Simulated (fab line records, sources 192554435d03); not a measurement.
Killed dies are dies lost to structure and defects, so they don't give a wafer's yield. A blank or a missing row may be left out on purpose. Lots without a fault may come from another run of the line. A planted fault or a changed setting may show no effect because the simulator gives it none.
fab line records | flow n5_finfet
record lots=6 wafers=16 last_day=17
route steps=1938 shown BEOL_M6@1241
lots that met no fault: from a run of the same line without faults
start_h: hours from the record's first day to the start of the lot's first wafer shown | wait_h: hours since the lot's step before | " the same as in the row above | L1.1+2: a row that stands for several wafers | - no value, or no start given | * or withheld: withheld | < > ~ a bound
route shown NAME@n: a module of which the file shows steps, and the number in the route of the first | usual: mean/standard deviation of fault-free wafers | same: alike in all rows | chamber/n: place in a boat | sites: the reading at each site | _std_site: their standard deviation | _edge_site: outer sites' mean less inner sites' | radius_mm: how far each site lies from the wafer's centre | mask NAME#n: copy n | behind: the tool/chamber that last shaped the wafer | hold: why the lot was held/for how many hours/how that ended | device: the transistor (n, p or np) that didn't switch | end of line: the same wafers' tests at the end of the route | a step without rows: its recipe alone | killed: dies lost to structure and defects at the first sort, not the wafer's yield | map: a wafer's dies, x killed, . not, _ none there
set.NAME: the setting as run; set.NAME@STEP: as run at that earlier step | model.NAME: the simulator's own value behind a step, which no gauge read
lots at some steps of the route; a table a step, a row a wafer
services: from which hour (start_h, from the record's first day; less than 0 if before it) a tool's chamber was out of use, for how many hours, and why
## steps
# step N5_BEOL_M6_STRIP_80
# recipe chemistry=N2/H2 time_s=10 power_w=450 temp_c=40 pressure_mtorr=20 rf_frequency_hz=6e+07 bias_power_w=7 n2_flow_sccm=200 h2_flow_sccm=200
# usual drypump_motor_current_A=5.9/0.36 oes_product_au=0.80/0.083 rf_vpp_V=59.3/0.9 showerhead_plenum_p_Torr=2.57/0.12 throttle_valve_pct=23.61/0.17
# columns lot.wafer tool chamber start_h wait_h drypump_motor_current_A oes_product_au rf_hours_counter_h rf_vpp_V showerhead_plenum_p_Torr throttle_valve_pct
L595.4 rie_diel-04 2 - - 6.1 0.85 65 58.9 2.47 23.84
L595.5 " 1 " " 6.1 0.71 - 59.8 2.40 23.40
L595.6 " 0 " " 6.4 0.87 - 59.8 2.68 23.46
L607.2 rie_diel-05 2 - - 5.8 0.86 43 58.7 2.70 23.47
L607.3 " 3 " " 6.3 0.94 8 59.6 2.60 23.66
L607.6 " 2 " " 5.8 0.86 - 59.9 2.70 23.48
L606.3 rie_diel-02 0 - - 5.3 0.81 78 62.1 2.68 23.51
L606.4 " 2 " " 6.4 0.92 28 58.1 2.49 23.69
L606.5 " 1 " " 5.5 0.77 - 59.5 2.65 23.53
L604.2 rie_diel-02 1 - - 5.5 0.77 125 60.1 2.65 23.54
L604.4 " 0 " " 5.3 0.80 79 60.2 2.68 23.52
L604.6 " 1 " " 5.5 0.76 - 59.9 2.65 23.53
L609.1 rie_diel-05 3 - - 6.3 0.92 15 59.8 2.60 23.66
L612.1 rie_diel-02 3 - - 5.9 0.70 235 58.8 2.61 23.66
L612.2 " 1 " " 5.5 0.76 134 60.6 2.65 23.54
L612.6 " 3 " " 5.9 0.68 - 57.8 2.61 23.65
# step N5_BEOL_M6_OCD_MEAS_38
# usual trench_depth_nm=94.4/1.4
# columns lot.wafer tool chamber start_h wait_h trench_depth_nm
L595.4 ocd-01 - 201.74 - 95.2
L595.5 " - " " 93.8
L595.6 " - " " 96.5
L607.2 ocd-02 - 268.42 - 95.7
L607.3 " - " " 95.1
L607.6 " - " " 95.0
L606.3 ocd-02 - 292.75 - 96.6
L606.4 " - " " 95.9
L606.5 " - " " 93.3
L604.2 ocd-02 - 293.14 - 93.9
L604.4 " - " " 97.0
L604.6 " - " " 93.3
L609.1 ocd-02 - 293.26 - 94.8
L612.1 ocd-02 - 320.47 - 92.2
L612.2 " - " " 92.5
L612.6 " - " " 91.9
# step N5_BEOL_M6_HM_STRIP_39
# recipe chemistry=peroxide_tin_strip material=TiN target_depth_a=250 temp_c=50 time_s=158
# step N5_BEOL_M6_SRD_40
# recipe time_s=30 temp_c=23 rinse_liquid=diw dry=ipa_marangoni
# step N5_BEOL_M6_PRECLEAN_42
# recipe chemistry=residue_remover time_s=60 temp_c=40
# step N5_BEOL_M6_SRD_43
# recipe time_s=30 temp_c=23 rinse_liquid=diw dry=ipa_marangoni
# step N5_BEOL_M6_CD_MEAS_35
# recipe target_cd_nm=40 target_cd_y_nm=28 polarity=opening
# usual cd_nm=40.0/0.56
# columns lot.wafer tool chamber start_h wait_h cd_nm
L595.4 cd_sem-01 - 201.90 0.0 41.5
L595.5 " - " " 41.0
L595.6 " - " " 40.5
L607.2 cd_sem-01 - 268.57 0.0 40.9
L607.3 " - " " 40.8
L607.6 " - " " 40.7
L606.3 cd_sem-03 - 292.90 0.0 38.9
L606.4 " - " " 40.4
L606.5 " - " " 39.6
L604.2 cd_sem-02 - 293.30 0.0 40.2
L604.4 " - " " 40.1
L604.6 " - " " 39.8
L609.1 cd_sem-01 - 293.41 0.0 40.1
L612.1 cd_sem-02 - 320.63 0.0 39.8
L612.2 " - " " 40.6
L612.6 " - " " 40.0
# step N5_BEOL_M6_CURE_75
# recipe temp_c=370 time_s=120 ambient=DMADMS/He material=SiCOH_lowk
# usual lamp_power_pct=52.31/0.058 wafer_temp_C_max=371.6/0.63
# columns lot.wafer tool chamber start_h wait_h lamp_power_pct wafer_temp_C_max
L595.4 uv_cure-03 0 202.08 0.2 52.30 371.5
L595.5 " 0 " " 52.28 371.7
L595.6 " 0 " " 52.20 371.0
L607.2 uv_cure-03 0 268.71 0.1 52.24 371.9
L607.3 " 0 " " 52.35 371.7
L607.6 " 0 " " 52.39 371.8
L606.3 uv_cure-01 0 293.04 0.1 52.22 371.3
L606.4 " 0 " " 52.28 371.6
L606.5 " 0 " " 52.34 371.3
L604.2 uv_cure-02 1 293.39 0.1 52.24 371.5
L604.4 " 1 " " 52.30 371.1
L604.6 " 1 " " 52.39 371.0
L609.1 uv_cure-01 0 293.45 0.0 52.43 372.4
L612.1 uv_cure-02 0 320.67 0.0 52.35 371.6
L612.2 " 0 " " 52.36 371.1
L612.6 " 0 " " 52.41 371.1
# step N5_BEOL_M6_DEGAS_44
# recipe ambient=vacuum temp_c=250 time_s=60
# usual heater_power_w=324/29
# columns lot.wafer tool chamber start_h wait_h heater_power_w
L595.4 pvd_sputter-03 - 202.43 0.3 362
L595.5 " - " " 300
L595.6 " - " " 303
L607.2 pvd_sputter-02 - 270.21 1.4 314
L607.3 " - " " 407
L607.6 " - " " 396
L606.3 pvd_sputter-01 - 293.36 0.3 287
L606.4 " - " " 310
L606.5 " - " " 319
L604.2 pvd_sputter-02 - 293.87 0.4 320
L604.4 " - " " 391
L604.6 " - " " 359
L609.1 pvd_sputter-01 - 293.98 0.5 286
L612.1 pvd_sputter-03 - 321.10 0.4 296
L612.2 " - " " 357
L612.6 " - " " 345
# step N5_BEOL_M6_PRE_CLEAN_45
# recipe gas=H2/He time_s=30 temp_c=250
# usual heater_power_w=325/28
# columns lot.wafer tool chamber start_h wait_h heater_power_w
L595.4 pvd_sputter-03 - 202.47 0.0 353
L595.5 " - " " 297
L595.6 " - " " 297
L607.2 pvd_sputter-02 - 270.25 0.0 323
L607.3 " - " " 395
L607.6 " - " " 396
L606.3 pvd_sputter-01 - 293.40 0.0 283
L606.4 " - " " 327
L606.5 " - " " 326
L604.2 pvd_sputter-02 - 293.91 0.0 314
L604.4 " - " " 402
L604.6 " - " " 360
L609.1 pvd_sputter-01 - 294.02 0.0 286
L612.1 pvd_sputter-03 - 321.14 0.0 300
L612.2 " - " " 361
L612.6 " - " " 349
# step N5_BEOL_M6_ALD_77
# recipe material=TaN target_thk_a=20 temp_c=275 ald_precursor_family=PDMAT ald_co_reactant=NH3 pressure_torr=3 carrier_flow_sccm=1500 pulse_time_s=2 purge_time_s=3 co_reactant_purge_time_s=2 co_reactant_pulse_time_s=3 ald_cycles=40 precursor_vessel_temp_c=75 precursor_vessel_pressure_torr=26.25 precursor_vessel_carrier_sccm=1000
# step N5_BEOL_M6_SURFACE_TREAT_79
# recipe gas=Ar time_s=* ion_energy_ev=* ion_current_ma_cm2=0.5 pressure_mtorr=* ar_flow_sccm=30
# step N5_BEOL_M6_CVD_78
# recipe material=Co target_thk_a=20 temp_c=withheld precursor=CCTBA/H2 pressure_torr=30 time_s=142.3
# usual run_length_s=165.2/0.53
# columns lot.wafer tool chamber start_h wait_h run_length_s
L595.4 cvd_co-02 1 203.04 0.1 164.9
L595.5 " 0 " " 165.8
L595.6 " 2 " " 165.2
L607.2 cvd_co-01 2 270.73 0.0 164.9
L607.3 " 1 " " 164.9
L607.6 " 2 " " 164.9
L606.3 cvd_co-01 0 293.93 0.1 165.5
L606.4 " 2 " " 250.0
L606.5 " 0 " " 165.6
L604.2 cvd_co-02 0 294.40 0.1 166.2
L604.4 " 2 " " 166.1
L604.6 " 0 " " 165.4
L609.1 cvd_co-01 2 294.90 0.3 250.0
L612.1 cvd_co-02 0 321.62 0.0 165.7
L612.2 " 1 " " 165.0
L612.6 " 1 " " 164.3
# step N5_BEOL_M6_SPUTTER_48
# recipe material=Cu target_thk_a=100 temp_c=-20 bias_v=60 power_w=26000 chamber_pressure_pa=0.13 time_s=1.667
# usual chamber_pressure_pa=0.12996/0.00026 throttle_valve_pct=29.9/1.2
# columns lot.wafer tool chamber start_h wait_h chamber_pressure_pa throttle_valve_pct
L595.4 pvd_sputter-01 - 203.15 0.1 0.1298 31.0
L595.5 " - " " 0.13047 29.9
L595.6 " - " " 0.12982 30.9
L607.2 pvd_sputter-02 - 270.85 0.1 0.12997 31.7
L607.3 " - " " 0.1298 31.5
L607.6 " - " " 0.13004 28.9
L606.3 pvd_sputter-01 - 294.06 0.1 0.12976 29.2
L606.4 " - " " 0.1297 30.2
L606.5 " - " " 0.13007 30.3
L604.2 pvd_sputter-01 - 294.53 0.1 0.12957 30.8
L604.4 " - " " 0.13011 27.7
L604.6 " - " " 0.12972 27.7
L609.1 pvd_sputter-03 - 295.96 1.0 0.12986 30.5
L612.1 pvd_sputter-01 - 321.76 0.1 0.13009 30.3
L612.2 " - " " 0.12997 29.1
L612.6 " - " " 0.13024 30.7
## services
# columns tool chamber start_h hours kind
uv_cure-02 - 177.98 4.5 repair
pvd_sputter-03 - 186.76 4.3 repair
cvd_co-02 - 191.85 0.4 repair
rie_diel-02 2 193.76 - clean
rie_diel-02 2 193.76 - consumable_replace:focus_ring
rie_diel-02 2 193.76 21.7 scheduled_down
rie_diel-02 2 193.76 21.7 vent_cycle
cvd_co-01 - 214.39 6.0 pm
cvd_co-01 - 221.28 1.4 repair
rie_diel-05 3 226.36 1.8 repair
rie_diel-05 3 228.48 - clean
rie_diel-05 3 228.48 - consumable_replace:focus_ring
rie_diel-05 3 228.48 13.1 scheduled_down
rie_diel-05 3 228.48 13.1 vent_cycle
uv_cure-03 - 228.57 2.1 pm
uv_cure-01 - 256.47 24.0 repair
rie_diel-05 0 267.67 7.6 repair
uv_cure-03 - 273.72 7.6 repair
rie_diel-04 1 277.22 - clean
cvd_co-02 - 288.86 4.3 pm
uv_cure-03 - 294.73 0.2 repair
uv_cure-03 - 294.93 0.3 repair
uv_cure-03 - 304.41 0.4 repair
rie_diel-02 3 321.37 8.5 repair
## key
first_sign step=N5_BEOL_M6_CVD_78 reading=run_length_s direction=up sigmas=99+ usual=* struck=*
effect none on later readings
met_at N5_BEOL_M6_CVD_78
struck_wafers L606.4,L609.1
rows_end L609.1
onset_between 270.73 293.93
fault kind=process_parameter_drift tool=cvd_co-01 chamber=2 onset_h=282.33 steps=N5_BEOL_M6_CVD_78 channel=time_s offset=* shape=step acts_in=* stated=*
# rows_end: these wafers met a further fault down the route, and their rows from its step on are left out
